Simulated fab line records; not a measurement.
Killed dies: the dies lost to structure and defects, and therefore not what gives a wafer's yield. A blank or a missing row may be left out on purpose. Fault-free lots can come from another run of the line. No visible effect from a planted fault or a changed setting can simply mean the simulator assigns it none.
Chamber matching + flow n5_finfet + ald_metal-04 running N5_HKMG_FIN_ALD_36: 4 sister chambers
The step deposits TiN, target thk 1 nm, pulse time 1 s, purge time 3 s. 8 wafers are shown with their chamber, then 9 later ones without.

== EACH WAFER AND ITS CHAMBER ==
| wafer  | chamber | heater_power_w (W) | precursor_pulse_height_rel |
|--------|---------|--------------------|----------------------------|
| L088.6 | 0       | 902                | 0.974                      |
| L089.6 | 1       | 901                | 1.011                      |
| L093.1 | 2       | 993                | 0.992                      |
| L093.3 | 3       | 792                | 1.000                      |
| L093.4 | 1       | 899                | 1.020                      |
| L094.1 | 0       | 904                | 1.038                      |
| L094.2 | 2       | 973                | 1.039                      |
| L094.3 | 3       | 785                | 0.978                      |

== WAFERS WHOSE CHAMBER IS MISSING ==
| wafer  | heater_power_w (W) | precursor_pulse_height_rel |
|--------|--------------------|----------------------------|
| L094.4 | 925                | 1.006                      |
| L094.5 | 911                | 0.951                      |
| L094.6 | 1009               | 1.021                      |
| L096.1 | 955                | 1.013                      |
| L096.2 | 895                | 0.976                      |
| L096.3 | 795                | 0.968                      |
| L097.3 | 889                | 0.993                      |
| L097.4 | 807                | 0.997                      |
| L097.6 | 910                | 1.016                      |

== THE CHAMBER EACH PASSED THROUGH ==
| wafer  | from the rows above     | in truth |
|--------|-------------------------|----------|
| L094.4 | can't be placed: 0 or 1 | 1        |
| L094.5 | can't be placed: 0 or 1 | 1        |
| L094.6 | 2                       | 2        |
| L096.1 | 2                       | 2        |
| L096.2 | can't be placed: 0 or 1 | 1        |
| L096.3 | 3                       | 3        |
| L097.3 | can't be placed: 1 or 0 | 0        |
| L097.4 | 3                       | 3        |
| L097.6 | can't be placed: 0 or 1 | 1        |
Placed correctly: 4 of 9. Cannot be placed on the basis of these rows: 5; the candidates contain the true chamber in 5. Placed wrongly: 0.
How it was worked out, from the rows above alone: a wafer's distance from a chamber is the root of the sum, over the readings, of the square of ((its reading less the chamber's mean) divided by the reading's scatter). The wafer belongs to the nearest chamber; if the next one is less than 2 further off, it can't be placed. A chamber's mean is the mean of its shown wafers. How the scatter is found: for the shown wafers, subtract from each reading the mean of its chamber, square and add these, divide the total by (wafers less chambers), then take the root.
